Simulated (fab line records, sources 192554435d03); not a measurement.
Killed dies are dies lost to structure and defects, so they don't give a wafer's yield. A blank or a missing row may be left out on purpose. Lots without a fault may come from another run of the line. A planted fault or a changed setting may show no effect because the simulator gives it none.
Which tool did it? | flow n5_finfet | 12 lots, 32 wafers sampled, at 4 steps of a route of 1938

WHAT THE GAUGES READ, wafer by wafer
The record holds no reading of a measuring or inspecting step that can be judged against a usual standard deviation.

WHICH TOOL RAN EACH LOT (tool, then ch and the chambers of the sampled wafers, then the start)
lot  | N5_BEOL_M9_HM_STRIP_39              | N5_PASSIVATION_PASS_ETCH_74        | N5_PASSIVATION_STRIP_48            | N5_PASSIVATION_PROBE_49
L837 | wet_bench-04 ch 5,7, day 9 04:40    | rie_diel-05 ch 2,3, day 11 04:28   | rie_diel-02 ch 0,3, day 11 08:51   | prober-02, day 11 11:23
L840 | wet_bench-01 ch 1,2,4, day 10 05:32 | rie_diel-03 ch 0,1,2, day 12 07:56 | rie_diel-06 ch 0,1,3, day 12 12:04 | prober-01, day 12 14:37
L843 | wet_bench-04 ch 0,6,7, day 10 14:29 | rie_diel-01 ch 0,2,3, day 12 09:17 | rie_diel-06 ch 0,1,3, day 12 13:08 | prober-02, day 12 15:37
L842 | wet_bench-01 ch 0,3,6, day 10 14:55 | rie_diel-05 ch 0,3, day 12 14:56   | rie_diel-06 ch 0,1, day 12 19:06   | prober-01, day 12 21:43
L844 | wet_bench-04 ch 4,7, day 11 04:25   | rie_diel-03 ch 1,3, day 13 02:18   | rie_diel-02 ch 1,2, day 13 07:06   | prober-02, day 13 09:46
L846 | wet_bench-01 ch 2,5,7, day 11 09:03 | rie_diel-05 ch 0,1,2, day 13 05:57 | rie_diel-06 ch 1,2,3, day 13 10:12 | prober-02, day 13 12:50
L845 | wet_bench-01 ch 2,7, day 11 12:04   | rie_diel-05 ch 0,2, day 13 09:59   | rie_diel-06 ch 1,3, day 13 13:55   | prober-02, day 13 16:27
L848 | wet_bench-01 ch 0,1,3, day 12 01:25 | rie_diel-03 ch 1,3, day 13 22:24   | rie_diel-02 ch 0,2, day 14 03:07   | prober-02, day 14 05:40
L853 | wet_bench-05 ch 0,3,5, day 12 21:07 | rie_diel-03 ch 0,2,3, day 14 23:36 | rie_diel-04 ch 0,1,3, day 15 04:13 | prober-02, day 15 06:43
L854 | wet_bench-04 ch 1,2,7, day 13 05:45 | rie_diel-05 ch 0,1,2, day 15 07:48 | rie_diel-02 ch 0,1,2, day 15 11:44 | prober-02, day 15 14:59
L856 | wet_bench-01 ch 1,3,6, day 13 17:38 | rie_diel-05 ch 0,2,3, day 15 12:57 | rie_diel-04 ch 0,1, day 15 16:50   | prober-02, day 15 19:20
L858 | wet_bench-04 ch 3,6, day 14 02:40   | rie_diel-03 ch 1,3, day 16 18:40   | rie_diel-04 ch 2, day 16 22:40     | prober-01, day 17 01:13
- N5_BEOL_M9_HM_STRIP_39: strips TiN in peroxide tin strip, target depth 25 nm, time 158 s.
- N5_PASSIVATION_PASS_ETCH_74: etches SiNx in CF4/O2, target depth 220 nm, time 110 s.
- N5_PASSIVATION_STRIP_48: strips in O2.
- N5_PASSIVATION_PROBE_49

WHAT THE TOOLS THEMSELVES READ (means of the sampled wafers that have a number; where no wafer has one, the mark that the record gives instead)
N5_BEOL_M9_HM_STRIP_39.
lot  | tool         | bath_heat_duty_pct (%)
L837 | wet_bench-04 | 6.6
L840 | wet_bench-01 | 6.7
L843 | wet_bench-04 | 6.8
L842 | wet_bench-01 | 7.5
L844 | wet_bench-04 | 7.9
L846 | wet_bench-01 | 7.6
L845 | wet_bench-01 | 6.5
L848 | wet_bench-01 | 7.5
L853 | wet_bench-05 | 7.0
L854 | wet_bench-04 | 6.3
L856 | wet_bench-01 | 7.9
L858 | wet_bench-04 | 7.2

N5_PASSIVATION_PASS_ETCH_74.
lot  | tool        | O2_flow_sccm (sccm) | cf4_flow_sccm (sccm) | drypump_motor_current_A (A) | oes_ar_750_au (a.u.) | oes_product_au (a.u.) | rf_vpp_V (V) | showerhead_plenum_p_Torr (Torr) | throttle_valve_pct (%)
L837 | rie_diel-05 | 10.056              | 99.8                 | 6.2                         | 0.76                 | 0.76                  | 244          | 2.27                            | 15.69
L840 | rie_diel-03 | 10.007              | 100.3                | 5.7                         | 0.75                 | 0.76                  | 243          | 2.15                            | 16.02
L843 | rie_diel-01 | 9.992               | 99.9                 | 5.1                         | 0.83                 | 0.83                  | 237          | 2.16                            | 16.04
L842 | rie_diel-05 | 9.997               | 99.9                 | 5.7                         | 0.74                 | 0.73                  | 235          | 2.11                            | 15.95
L844 | rie_diel-03 | 10.008              | 100.0                | 5.8                         | 0.89                 | 0.90                  | 238          | 2.20                            | 15.73
L846 | rie_diel-05 | 9.954               | 99.8                 | 6.2                         | 0.78                 | 0.78                  | 237          | 2.21                            | 15.80
L845 | rie_diel-05 | 10.026              | 99.8                 | 6.2                         | 0.77                 | 0.77                  | 234          | 2.16                            | 15.81
L848 | rie_diel-03 | 9.994               | 100.1                | 5.9                         | 0.85                 | 0.85                  | 239          | 2.18                            | 15.78
L853 | rie_diel-03 | 10.010              | 100.1                | 5.5                         | 0.77                 | 0.78                  | 239          | 2.18                            | 15.98
L854 | rie_diel-05 | 10.010              | 100.0                | 6.1                         | 0.77                 | 0.76                  | 237          | 2.21                            | 15.83
L856 | rie_diel-05 | 9.996               | 99.7                 | 6.0                         | 0.82                 | 0.81                  | 238          | 2.19                            | 15.69
L858 | rie_diel-03 | 10.007              | 100.0                | 5.8                         | 0.83                 | 0.84                  | 238          | 2.19                            | 15.77

N5_PASSIVATION_STRIP_48.
lot  | tool        | drypump_motor_current_A (A) | oes_product_au (a.u.) | rf_vpp_V (V) | showerhead_plenum_p_Torr (Torr) | throttle_valve_pct (%)
L837 | rie_diel-02 | 5.6                         | 0.85                  | 3.2          | 2.17                            | 16.73
L840 | rie_diel-06 | 6.1                         | 0.93                  | 4.2          | 2.10                            | 16.56
L843 | rie_diel-06 | 6.0                         | 0.92                  | 1.8          | 2.10                            | 16.57
L842 | rie_diel-06 | 6.0                         | 0.96                  | 1.5          | 2.13                            | 16.49
L844 | rie_diel-02 | 5.2                         | 0.69                  | 4.0          | 2.12                            | 17.09
L846 | rie_diel-06 | 5.8                         | 0.95                  | 3.0          | 2.14                            | 16.61
L845 | rie_diel-06 | 6.0                         | 0.92                  | 2.5          | 2.08                            | 16.70
L848 | rie_diel-02 | 5.2                         | 0.78                  | 4.7          | 2.08                            | 16.83
L853 | rie_diel-04 | 5.7                         | 0.84                  | 4.4          | 2.06                            | 16.72
L854 | rie_diel-02 | 5.3                         | 0.92                  | 3.8          | 2.11                            | 16.63
L856 | rie_diel-04 | 5.6                         | 0.79                  | 1.9          | 2.06                            | 16.76
L858 | rie_diel-04 | 6.3                         | 1.00                  | 2.4          | 2.23                            | 16.30

N5_PASSIVATION_PROBE_49.
lot  | tool      | defect_limited_yield (%) | killed_at_M0_to_M3 | killed_at_M4_up | killed_at_contacts | killed_at_front_end | killed_at_other | killed_dies | killed_open | killed_short | sort_bin_4_leakage (%) | sort_bin_5_function (%) | sort_bin_6_memory (%) | sort_bin_8_speed (%) | sort_n_pass | sort_yield_pct (%)
L837 | prober-02 | 92.0                     | 20                 | 12              | 12                 | 44                  | 6.0             | 94          | 62          | 32           | 0.00                   | 4.7                     | 3.1                   | 0.00                 | 1086        | 92.0
L840 | prober-01 | 91.0                     | 22                 | 17              | 21                 | 44                  | 1.7             | 106         | 68          | 35           | 0.00                   | 5.4                     | 3.1                   | 0.03                 | 1073        | 91.0
L843 | prober-02 | 91.5                     | 29                 | 16              | 17                 | 36                  | 2.7             | 101         | 68          | 32           | 0.03                   | 5.0                     | 3.1                   | 0.00                 | 1079        | 91.4
L842 | prober-01 | 89.3                     | 33                 | 15              | 32                 | 39                  | 6.3             | 126         | 92          | 34           | 0.00                   | 6.2                     | 4.0                   | 0.00                 | 1054        | 89.3
L844 | prober-02 | 90.7                     | 30                 | 18              | 10                 | 45                  | 6.0             | 110         | 72          | 34           | 0.00                   | 5.8                     | 3.0                   | 0.00                 | 1070        | 90.7
L846 | prober-02 | 92.6                     | 24                 | 8               | 9                  | 43                  | 3.7             | 88          | 54          | 33           | 0.00                   | 4.4                     | 2.6                   | 0.00                 | 1092        | 92.6
L845 | prober-02 | 92.3                     | 32                 | 10              | 12                 | 36                  | 1.0             | 90          | 60          | 29           | 0.00                   | 4.7                     | 2.8                   | 0.00                 | 1090        | 92.3
L848 | prober-02 | 81.6                     | 40                 | 119             | 15                 | 43                  | 0.3             | 218         | 78          | 34           | 0.00                   | 11.4                    | 5.1                   | 0.00                 | 962         | 81.6
L853 | prober-02 | 93.2                     | 23                 | 13              | 5                  | 38                  | 1.0             | 80          | 52          | 27           | 0.00                   | 3.9                     | 2.6                   | 0.00                 | 1100        | 93.2
L854 | prober-02 | 91.9                     | 42                 | 13              | 7                  | 27                  | 5.3             | 95          | 59          | 32           | 0.00                   | 4.5                     | 3.1                   | 0.00                 | 1085        | 91.9
L856 | prober-02 | 82.3                     | 41                 | 125             | 5                  | 32                  | 5.3             | 209         | 67          | 33           | 0.00                   | 10.9                    | 5.0                   | 0.00                 | 971         | 82.3
L858 | prober-01 | 91.5                     | 34                 | 14              | 6                  | 40                  | 5.5             | 100         | 61          | 37           | 0.00                   | 5.0                     | 3.1                   | 0.00                 | 1080        | 91.5

THE ANSWER, worked out from the rows above alone
Rule: what is usual is taken from the lots themselves. Put in order of their means at a reading, lots are off if they are a third of the lots or fewer, leave a main group of 4 or more, and stand apart from it by a gap of 3 or more times the standard deviation of the main group's means; of several such gaps the widest counts. A main group whose means are all the same, to the digits that the tables above print for the reading, isn't used. A lot without any number at a reading at which 4 lots or more have one is off too. The other lots that the step has rows for count as sound. The gauges are gone through in route order, then the tools' own readings, and for those a lot's mean is taken as printed above. The first step at which some lot is off is used, and at that step the reading that is off furthest; a lot without a number counts as furthest.
Off: L848, L856, at N5_PASSIVATION_PROBE_49 (killed_at_M4_up). The main group: mean 14, standard deviation 2.9.
A tool fits if, at that step or a process step before it, it ran every lot that is off, and no sound lot after the first of them. One fits: wet_bench-01 at N5_BEOL_M9_HM_STRIP_39. Its last sound lot is L845 (day 11 12:04), its first lot that is off L848 (day 12 01:25): a fault that began between those two fits.

WHAT THE SIMULATOR HAD PUT IN
Chamber particle source: wet_bench-01, from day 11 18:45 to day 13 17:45, at N5_BEOL_M9_HM_STRIP_39. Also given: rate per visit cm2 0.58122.
Lots struck among those shown: L848, L856. The rule above found the same.
